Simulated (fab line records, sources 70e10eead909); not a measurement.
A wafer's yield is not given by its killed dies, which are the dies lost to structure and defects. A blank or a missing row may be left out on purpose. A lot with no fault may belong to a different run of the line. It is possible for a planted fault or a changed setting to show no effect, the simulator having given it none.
Check for tools in common + flow nandHarc + Sampled: 3 lots, 8 wafers

REASON FOR OPENING
At NHARC_END_SORT_01 the reading killedAtArray is flagged on 2 of 3 lots. Fault-free wafers read 53, with a standard deviation of 21.
Rule: a lot is flagged in two cases, either no wafer of it has a number, or all its wafers with numbers fall more than 4 standard deviations from that mean. All remaining lots are regarded as sound.

| lot  | measured     | on        | killedAtArray, wafer by wafer | flag    |
|------|--------------|-----------|-------------------------------|---------|
| L101 | day 29 19:32 | prober-01 | 672 673 672                   | FLAGGED |
| L102 | day 29 20:18 | prober-02 | 668 672 670                   | FLAGGED |
| L103 | day 30 16:21 | prober-01 | 40 42                         |         |
Average over the flagged lots: 671; offset from the usual +618, equal to +29 standard deviations.

TOOL THAT RAN EACH LOT
3 process steps preceding the reading are held in the record, out of 1302 steps in the route. Each cell gives the tool, then ch followed by the chambers the sampled wafers passed through, then the start.
| lot  | flag    | NHARC_A_CHANNEL_FILL_D2_ETCHBACK_19 | NHARC_A_STAIRCASE_DEP_156       | NHARC_A_STAIRCASE_ETCH_170        |
|------|---------|-------------------------------------|---------------------------------|-----------------------------------|
| L101 | FLAGGED | rieSi-06 ch 0,2, day 19 22:29       | pecvd-04 ch 0,1,2, day 20 22:47 | rieDiel-04 ch 0,1,2, day 21 00:15 |
| L102 | FLAGGED | rieSi-01 ch 0,1,3, day 19 22:29     | pecvd-02 ch 0,1,2, day 20 22:41 | rieDiel-04 ch 0,1,3, day 20 23:54 |
| L103 |         | rieSi-06 ch 0,1, day 20 10:54       | pecvd-04 ch 0,2, day 21 10:30   | rieDiel-07 ch 1,2, day 21 11:41   |
What the steps here do:
- NHARC_A_CHANNEL_FILL_D2_ETCHBACK_19: etches the open film in HBr/Cl2, target depth 5 nm, time 1.7 s.
- NHARC_A_STAIRCASE_DEP_156: deposits SiNx, target thk 50 nm.
- NHARC_A_STAIRCASE_ETCH_170: etches the open film in C4F6/O2, target depth 200 nm, time 66.667 s.
- NHARC_END_SORT_01

FLAGGED AGAINST TOTAL, ONE TOOL AT A TIME (gauges that did the reading follow at the end)
| step                                | tool       | lots run | flagged | share of the flagged lots | sound lots run after its first flagged lot |
|-------------------------------------|------------|----------|---------|---------------------------|--------------------------------------------|
| NHARC_A_CHANNEL_FILL_D2_ETCHBACK_19 | rieSi-01   | 1        | 1       | some                      | 0                                          |
| NHARC_A_CHANNEL_FILL_D2_ETCHBACK_19 | rieSi-06   | 2        | 1       | some                      | 1 (L103)                                   |
| NHARC_A_STAIRCASE_DEP_156           | pecvd-02   | 1        | 1       | some                      | 0                                          |
| NHARC_A_STAIRCASE_DEP_156           | pecvd-04   | 2        | 1       | some                      | 1 (L103)                                   |
| NHARC_A_STAIRCASE_ETCH_170          | rieDiel-04 | 2        | 2       | all                       | 0                                          |
| NHARC_A_STAIRCASE_ETCH_170          | rieDiel-07 | 1        | 0       | none                      | -                                          |
| NHARC_END_SORT_01                   | prober-01  | 2        | 1       | some                      | 1 (L103)                                   |
| NHARC_END_SORT_01                   | prober-02  | 1        | 1       | some                      | 0                                          |

WHAT IS ALLOWED BY THE TABLE
1 row of the table ran every flagged lot: rieDiel-04 at NHARC_A_STAIRCASE_ETCH_170.
- rieDiel-04 at NHARC_A_STAIRCASE_ETCH_170 ran 2 lots, 2 of them flagged. In this sample it ran no sound lot ahead of its first flagged lot, so there is no way to narrow down the start.
Left over: one tool, rieDiel-04 at NHARC_A_STAIRCASE_ETCH_170.

WHAT HAD BEEN PUT IN BY THE SIMULATOR
At NHARC_A_STAIRCASE_ETCH_170, the step was skipped entirely on rieDiel-04 from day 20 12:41 on. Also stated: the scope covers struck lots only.
Shown lots that were struck: L101, L102. Same finding as the rule above.
